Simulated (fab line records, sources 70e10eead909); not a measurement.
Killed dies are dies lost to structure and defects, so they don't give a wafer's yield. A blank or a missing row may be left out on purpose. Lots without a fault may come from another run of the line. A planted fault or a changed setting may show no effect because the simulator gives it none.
Which tool did it? | flow nand_harc | 12 lots, 36 wafers sampled, at 4 steps of a route of 1302

WHAT THE GAUGES READ, wafer by wafer
The record holds no reading of a measuring or inspecting step that can be judged against a usual standard deviation.

WHICH TOOL RAN EACH LOT (tool, then ch and the chambers of the sampled wafers, then the start)
lot  | NHARC_A_STAIRCASE_DEP_322       | NHARC_A_STAIRCASE_DEP_325       | NHARC_A_STAIRCASE_EXPOSE_438      | NHARC_A_STAIRCASE_ETCH_444
L719 | pecvd-03 ch 0,1, day 19 00:02   | pecvd-01 ch 0,2, day 19 08:04   | krf_scanner-04 ch 0, day 19 15:34 | rie_diel-02 ch 0,2,3, day 19 16:02
L721 | pecvd-01 ch 0,1,2, day 19 18:16 | pecvd-03 ch 0,1,2, day 20 01:35 | krf_scanner-03 ch 0, day 20 10:56 | rie_diel-08 ch 0,2,3, day 20 11:26
L722 | pecvd-03 ch 0,2, day 20 07:49   | pecvd-03 ch 0,1,2, day 20 17:13 | krf_scanner-03 ch 0, day 21 00:46 | rie_diel-05 ch 1,2, day 21 01:41
L723 | pecvd-03 ch 0,1, day 20 21:38   | pecvd-02 ch 0,1, day 21 08:00   | krf_scanner-03 ch 0, day 21 19:39 | rie_diel-08 ch 1,2,3, day 21 21:31
L725 | pecvd-03 ch 0,1,2, day 21 19:37 | pecvd-03 ch 0,1, day 22 06:04   | krf_scanner-04 ch 0, day 22 13:40 | rie_diel-05 ch 1,3, day 22 14:39
L728 | pecvd-02 ch 0,1,2, day 22 13:01 | pecvd-03 ch 1,2, day 23 01:07   | krf_scanner-01 ch 0, day 23 15:15 | rie_diel-02 ch 0,1,2, day 23 16:11
L726 | pecvd-01 ch 0,1, day 22 13:05   | pecvd-01 ch 0,1,2, day 23 01:01 | krf_scanner-01 ch 0, day 23 15:17 | rie_diel-08 ch 0,1,3, day 23 15:54
L733 | pecvd-01 ch 0,2, day 25 03:03   | pecvd-02 ch 0,1, day 25 13:16   | krf_scanner-01 ch 0, day 25 23:15 | rie_diel-05 ch 0,3, day 25 23:43
L736 | pecvd-03 ch 0,1, day 26 05:54   | pecvd-02 ch 0,2, day 26 16:39   | krf_scanner-04 ch 0, day 27 01:05 | rie_diel-08 ch 1,3, day 27 02:02
L735 | pecvd-02 ch 0,1, day 26 06:06   | pecvd-01 ch 0,1, day 26 16:39   | krf_scanner-01 ch 0, day 27 00:56 | rie_diel-02 ch 1,2,3, day 27 01:23
L738 | pecvd-02 ch 0,2, day 26 14:07   | pecvd-02 ch 0,1,2, day 26 22:35 | krf_scanner-03 ch 0, day 27 06:38 | rie_diel-05 ch 0,2,3, day 27 07:10
L739 | pecvd-03 ch 0,1,2, day 27 23:32 | pecvd-01 ch 0,1,2, day 28 07:32 | krf_scanner-04 ch 0, day 28 15:01 | rie_diel-05 ch 0,1,2, day 28 15:38
- NHARC_A_STAIRCASE_DEP_322: deposits SiO2, target thk 7200 nm.
- NHARC_A_STAIRCASE_DEP_325: deposits SiO2, target thk 7200 nm.
- NHARC_A_STAIRCASE_EXPOSE_438: exposes mask STAIR REV.
- NHARC_A_STAIRCASE_ETCH_444: etches the open film in C4F8/O2, target depth 20400 nm, time 6800 s.

WHAT THE TOOLS THEMSELVES READ (means of the sampled wafers that have a number; where no wafer has one, the mark that the record gives instead)
NHARC_A_STAIRCASE_DEP_322. Usual: heater_power_w 644 W, standard deviation 76; rf_fwd_power_W 499.8 W, standard deviation 1.4; susceptor_temp_C 400.02 C, standard deviation 0.21.
lot  | tool     | heater_power_w (W) | rf_fwd_power_W (W) | susceptor_temp_C (C) | flag
L719 | pecvd-03 | 616                | 499.4              | 400.01               |
L721 | pecvd-01 | 696                | 500.0              | 400.02               |
L722 | pecvd-03 | 632                | 499.2              | 400.02               |
L723 | pecvd-03 | 604                | 501.1              | 399.97               |
L725 | pecvd-03 | 627                | 501.8              | 399.97               |
L728 | pecvd-02 | 631                | 499.6              | 400.11               |
L726 | pecvd-01 | 755                | 499.8              | 400.14               |
L733 | pecvd-01 | 750                | 500.2              | 399.81               |
L736 | pecvd-03 | 636                | 500.6              | 399.94               |
L735 | pecvd-02 | 610                | 500.1              | 399.93               |
L738 | pecvd-02 | 632                | 498.6              | 400.23               |
L739 | pecvd-03 | 588                | 501.7              | 400.00               |

NHARC_A_STAIRCASE_DEP_325. Usual: heater_power_w 645 W, standard deviation 76; rf_fwd_power_W 499.6 W, standard deviation 1.5; susceptor_temp_C 399.99 C, standard deviation 0.21.
lot  | tool     | heater_power_w (W) | rf_fwd_power_W (W) | susceptor_temp_C (C) | flag
L719 | pecvd-01 | 719                | 500.7              | 399.65               |
L721 | pecvd-03 | 626                | 498.4              | 400.17               |
L722 | pecvd-03 | 603                | 499.6              | 399.98               |
L723 | pecvd-02 | 596                | 499.6              | 399.86               |
L725 | pecvd-03 | 627                | 499.8              | 400.00               |
L728 | pecvd-03 | 600                | 500.5              | 399.89               |
L726 | pecvd-01 | 752                | 499.4              | 399.89               |
L733 | pecvd-02 | 627                | 501.3              | 399.91               |
L736 | pecvd-02 | 617                | 499.2              | 400.24               |
L735 | pecvd-01 | 695                | 499.7              | 400.04               |
L738 | pecvd-02 | 637                | 500.6              | 399.96               |
L739 | pecvd-01 | 687                | 499.1              | 399.88               |

NHARC_A_STAIRCASE_EXPOSE_438. Usual: exposure_dose_mJ_cm2 28.97, standard deviation 0.031.
lot  | tool           | exposure_dose_mJ_cm2 | flag
L719 | krf_scanner-04 | 28.94                |
L721 | krf_scanner-03 | 28.96                |
L722 | krf_scanner-03 | 28.96                |
L723 | krf_scanner-03 | 28.99                |
L725 | krf_scanner-04 | 28.94                |
L728 | krf_scanner-01 | 29.00                |
L726 | krf_scanner-01 | 28.99                |
L733 | krf_scanner-01 | 19.92                | OFF
L736 | krf_scanner-04 | 28.97                |
L735 | krf_scanner-01 | 19.97                | OFF
L738 | krf_scanner-03 | 28.96                |
L739 | krf_scanner-04 | 28.94                |

NHARC_A_STAIRCASE_ETCH_444. Usual: oes_product_au 0.942 a.u., standard deviation 0.021; rf_fwd_power_W 600.0 W, standard deviation 1.7; rf_vpp_V 808 V, standard deviation 3.5.
lot  | tool        | oes_product_au (a.u.) | rf_fwd_power_W (W) | rf_vpp_V (V) | flag
L719 | rie_diel-02 | 0.972                 | 599.8              | 808          |
L721 | rie_diel-08 | 0.931                 | 600.3              | 807          |
L722 | rie_diel-05 | 0.975                 | 600.4              | 807          |
L723 | rie_diel-08 | 0.929                 | 601.3              | 810          |
L725 | rie_diel-05 | 0.926                 | 600.6              | 807          |
L728 | rie_diel-02 | 0.912                 | 600.6              | 811          |
L726 | rie_diel-08 | 0.928                 | 598.7              | 809          |
L733 | rie_diel-05 | 0.978                 | 600.6              | 809          |
L736 | rie_diel-08 | 0.922                 | 600.1              | 812          |
L735 | rie_diel-02 | 0.957                 | 600.0              | 807          |
L738 | rie_diel-05 | 0.956                 | 598.5              | 809          |
L739 | rie_diel-05 | 0.959                 | 599.6              | 807          |

THE ANSWER, worked out from the rows above alone
Rule: a lot is off if the mean of its wafers that have a number lies more than 3 standard deviations from the usual mean. A lot without any number at a reading at which 4 lots or more have one is off too. The other lots that the step has rows for count as sound. The gauges are gone through in route order, then the tools' own readings, and for those a lot's mean is taken as printed above. The first step at which some lot is off is used, and at that step the reading that is off furthest; a lot without a number counts as furthest.
Off: L733, L735, at NHARC_A_STAIRCASE_EXPOSE_438 (exposure_dose_mJ_cm2).
A tool fits if, at that step or a process step before it, it ran every lot that is off, and no sound lot after the first of them. One fits: krf_scanner-01 at NHARC_A_STAIRCASE_EXPOSE_438. Its last sound lot is L726 (day 23 15:17), its first lot that is off L733 (day 25 23:15): a fault that began between those two fits.
The tool's own readings at NHARC_A_STAIRCASE_EXPOSE_438 bear it out: on the lots that are off they differ by more than 5 times the standard deviation of the sound lots' means. exposure_dose_mJ_cm2 reads 19.95 there against 28.96 on the sound lots.

WHAT THE SIMULATOR HAD PUT IN
Process parameter drift: krf_scanner-01, from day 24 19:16 on, at NHARC_A_STAIRCASE_EXPOSE_438. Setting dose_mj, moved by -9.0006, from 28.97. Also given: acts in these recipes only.
Lots struck among those shown: L733, L735. The rule above found the same.
